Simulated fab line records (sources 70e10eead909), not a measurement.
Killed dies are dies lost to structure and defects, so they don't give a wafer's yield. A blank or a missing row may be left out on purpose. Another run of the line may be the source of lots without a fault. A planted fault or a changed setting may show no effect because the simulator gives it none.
Comparing a struck lot with a sound one    flow nand harc    15 steps out of a route of 1159
Sound: the wafers L474.2, L474.5, L474.6. Struck: wafer L488.2. (L488.1, L488.4 of the same lot were not struck and are left out.) The cause comes at the end.
At each step with rows: each side's tool, then ch and its chambers, then its first start. Under that, the readings that differ: sound wafers    struck wafers    difference of the means    sigmas: that difference in standard deviations of wafers without a fault.
alike: a reading whose means differ by less than 2 such deviations, as well as words and numbers matching on both sides. not compared: withheld readings; readings where some wafer has no value; bounds like >300 that might hide an equal value; numbers whose values overlap and for which the record gives no deviation.
The two part at a step that has a row with sigmas, a row that says differs or no value, or rows on one side only. Numbers that have no deviation but don't overlap get no sigmas and don't part them. A reading that every wafer of one side lacks parts them only if that side has two wafers or more.

first, 8 steps without rows for these wafers: NHARC_A_M0_HMDS_02 (time 30 s); NHARC_A_M0_COAT_33 (time 65 s); NHARC_A_M0_COAT_03 (resist thk 90 nm); NHARC_A_M0_SOFTBAKE_04 (time 55 s); NHARC_A_M0_EBR_05; NHARC_A_M0_EXPOSE_06 (exposes mask A M0, target cd 80 nm); NHARC_A_M0_PEB_07 (peb time 65 s); NHARC_A_M0_DEVELOP_08 (develop time 35 s).
NHARC_A_M0_CD_MEAS_09: target cd 80 nm.
  sound on cd sem-02 ch 0, day 18 01:02; struck on cd sem-01 ch 0, day 21 22:01
  alike: cd nm
NHARC_A_M0_OVL_MEAS_10: pitch 160 nm.
  sound on overlay-01, day 18 01:08; struck on overlay-02, day 21 22:06
  alike: overlay x nm, overlay y nm
NHARC_A_M0_INSPECT_11:
  sound on defect inspect-02, day 18 01:10; struck on defect inspect-02, day 21 22:08
  alike: raw defect count
NHARC_A_M0_DESCUM_14: chemistry O2, time 3 s.
  sound on rie diel-03 ch 0,1, day 18 01:14; struck on rie diel-03 ch 1, day 21 22:12
reading                sound              struck  difference  sigmas
oes product au (a.u.)  1.014 1.019 0.997  0.986   -0.024      -2
  alike: chamber pressure mTorr, drypump motor current A, rf vpp V, showerhead plenum p Torr, throttle valve pct
  not compared: rf hours counter h
NHARC_A_M0_ETCH_34: etches the open film in N2/H2, target depth 40 nm, overetch 12 nm, time 43.94 s.
  sound on rie diel-03 ch 0,1,3, day 18 01:20; struck on rie diel-03 ch 0, day 21 22:17
reading                         sound                 struck  difference  sigmas
chamber pressure mTorr (mTorr)  29.995 30.006 30.015  29.949  -0.056      -2
oes product au (a.u.)           0.994 1.003 1.007     0.836   -0.165      -17
  alike: drypump motor current A, h2 flow sccm, rf vpp V, showerhead plenum p Torr, throttle valve pct
  not compared: rf hours counter h
NHARC_A_M0_ETCH_15: etches the open film in C4F8/Ar, target depth 150 nm, overetch 15 nm, time 82.5 s.
  sound on rie diel-03 ch 0,3; struck on rie diel-03 ch 3
  alike: chamber pressure mTorr, oes product au, rf vpp V
  not compared: rf hours counter h
next, for these wafers, 1 step has no rows: NHARC_END_SORT_01.

## WHERE THEY PART
Last at NHARC_A_M0_ETCH_34 as far as this record goes, first at NHARC_A_M0_DESCUM_14. Later steps at which nothing parts them and some readings are alike: NHARC_A_M0_ETCH_15.

WHY: what had been put in by the simulator
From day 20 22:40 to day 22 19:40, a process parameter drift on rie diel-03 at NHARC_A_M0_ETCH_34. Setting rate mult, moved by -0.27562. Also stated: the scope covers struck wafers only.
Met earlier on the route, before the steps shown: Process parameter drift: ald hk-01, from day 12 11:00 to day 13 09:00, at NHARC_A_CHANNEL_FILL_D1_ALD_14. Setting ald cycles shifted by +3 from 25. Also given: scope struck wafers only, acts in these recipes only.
